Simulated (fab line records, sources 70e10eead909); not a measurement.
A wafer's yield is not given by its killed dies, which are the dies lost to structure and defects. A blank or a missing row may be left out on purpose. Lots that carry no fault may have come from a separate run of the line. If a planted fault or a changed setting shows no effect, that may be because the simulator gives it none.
3 desks, one fault | flow nand-harc | numbers are kept per desk, each desk with only its own; the story behind them comes last

== THE TOOL OWNER'S DESK: litho-track-01 ==
The tool's own readings at NHARC_A_CHANNEL_HOLE_D1_DEVELOP_09 (develop time 35 s): means of the sampled wafers that have a number, for each lot that ran on this tool. Marked OUT: a lot whose mean sits more than 4 standard deviations from the usual mean, which makes it out of limits; the brackets give that distance.
Columns: A = resist-line-temp-C at NHARC_A_CHANNEL_HOLE_D1_DEVELOP_09, usual 23.02 C
lot  | first seen here | A
L826 | day 9 14:00     | 23.04
L829 | day 9 22:00     | 22.92
L841 | day 13 05:00    | 23.10
Finding of this desk: none of the 3 lots has anything out of limits.

== FROM THE METROLOGY DESK ==
What the gauges read for every lot (on any tool): the sampled wafers with a number, averaged. Marked OUT: a lot whose mean sits more than 4 standard deviations from the usual mean, which makes it out of limits; the brackets give that distance.
Columns: A = cd-nm at NHARC_A_CHANNEL_HOLE_D1_CD_MEAS_10, usual 100.2 nm; B = overlay-x-nm at NHARC_A_CHANNEL_HOLE_D1_OVL_MEAS_11, usual -0.1 nm; C = overlay-y-nm at NHARC_A_CHANNEL_HOLE_D1_OVL_MEAS_11, usual -0.1 nm
lot  | first seen here | A     | B    | C
L821 | day 7 15:35     | 99.3  | -0.2 | -0.6
L826 | day 9 14:19     | 98.6  | -0.3 | -1.0
L829 | day 9 22:45     | 98.8  | 0.0  | -0.2
L830 | day 10 23:42    | 99.8  | 0.4  | -1.1
L839 | day 12 15:49    | 100.4 | -0.1 | 0.3
L841 | day 13 05:10    | 100.4 | -1.8 | -0.5
Finding of this desk: none of the 6 lots has anything out of limits.

== THE DEFECT DESK ==
Inspection counts along the route, by lot: the mean over sampled wafers that carry a number. Marked OUT: a lot whose mean sits more than 4 standard deviations from the usual mean, which makes it out of limits; the brackets give that distance.
Columns: A = raw-defect-count at NHARC_A_ONON_D1_INSPECT_32, usual 81; B = raw-defect-count at NHARC_A_CHANNEL_HOLE_D1_INSPECT_12, usual 7
lot  | first seen here | A   | B
L821 | day 7 12:53     | 99  | 7
L826 | day 9 11:45     | 115 | 5
L829 | day 9 19:44     | 105 | 10
L830 | day 10 17:53    | 63  | 5
L839 | day 12 12:28    | 124 | 11
L841 | day 13 02:25    | 57  | 5
Finding of this desk: none of the 6 lots has anything out of limits.

== BROUGHT TOGETHER ==
Nothing out of limits was seen by the tool owner's desk.
At the metrology desk, nothing out of limits was observed.
Nothing the defect desk looked at was out of limits.

== WHAT THE SIMULATOR PUT IN ==
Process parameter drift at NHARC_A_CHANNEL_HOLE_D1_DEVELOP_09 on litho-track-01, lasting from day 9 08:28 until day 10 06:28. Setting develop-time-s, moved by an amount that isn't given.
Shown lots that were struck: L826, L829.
